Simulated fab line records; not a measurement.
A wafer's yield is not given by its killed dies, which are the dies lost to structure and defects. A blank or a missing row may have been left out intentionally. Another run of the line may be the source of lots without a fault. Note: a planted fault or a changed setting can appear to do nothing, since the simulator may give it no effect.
Chamber matching / flow nand_harc / NHARC_A_CHANNEL_FILL_D1_ALD_02 on ald_hk-01 has 4 sister chambers
The step deposits SiO2, target thk 6 nm, pulse time 10 s, ald cycles 60. 4 wafers are shown with their chamber, then 9 later ones without.

== WAFERS WITH THEIR CHAMBER ==
wafer=L087.2; chamber=1; heater_power_w (W)=411
wafer=L090.1; chamber=3; heater_power_w (W)=484
wafer=L090.3; chamber=2; heater_power_w (W)=510
wafer=L090.5; chamber=0; heater_power_w (W)=449

== WAFERS MISSING THEIR CHAMBER ==
wafer=L094.1; heater_power_w (W)=415
wafer=L094.3; heater_power_w (W)=470
wafer=L094.5; heater_power_w (W)=498
wafer=L096.1; heater_power_w (W)=498
wafer=L096.2; heater_power_w (W)=501
wafer=L096.3; heater_power_w (W)=422
wafer=L097.2; heater_power_w (W)=439
wafer=L097.3; heater_power_w (W)=496
wafer=L097.5; heater_power_w (W)=477

== EACH ONE'S CHAMBER ==
wafer=L094.1; from the rows above=1; in truth=1
wafer=L094.3; from the rows above=can't be placed: 3 or 0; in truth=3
wafer=L094.5; from the rows above=can't be placed: 2 or 3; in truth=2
wafer=L096.1; from the rows above=can't be placed: 2 or 3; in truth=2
wafer=L096.2; from the rows above=can't be placed: 2 or 3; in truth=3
wafer=L096.3; from the rows above=can't be placed: 1 or 0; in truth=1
wafer=L097.2; from the rows above=can't be placed: 0 or 1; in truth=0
wafer=L097.3; from the rows above=can't be placed: 3 or 2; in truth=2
wafer=L097.5; from the rows above=can't be placed: 3 or 0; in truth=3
1 of 9 placed correctly. Not placeable from these rows: 8 (in 8, the candidates include the true chamber). Wrongly placed: 0.
How it was worked out, from the rows above alone: a wafer's distance from a chamber is the root of the sum, over the readings, of the square of ((its reading less the chamber's mean) divided by the reading's scatter). The wafer belongs to the nearest chamber; if the next one is less than 2 further off, it can't be placed. Each chamber's mean is taken over the wafers shown for it. The scatter: with one shown wafer a chamber, the root of the mean of the squares of how far each hidden wafer lies from its nearest shown one.
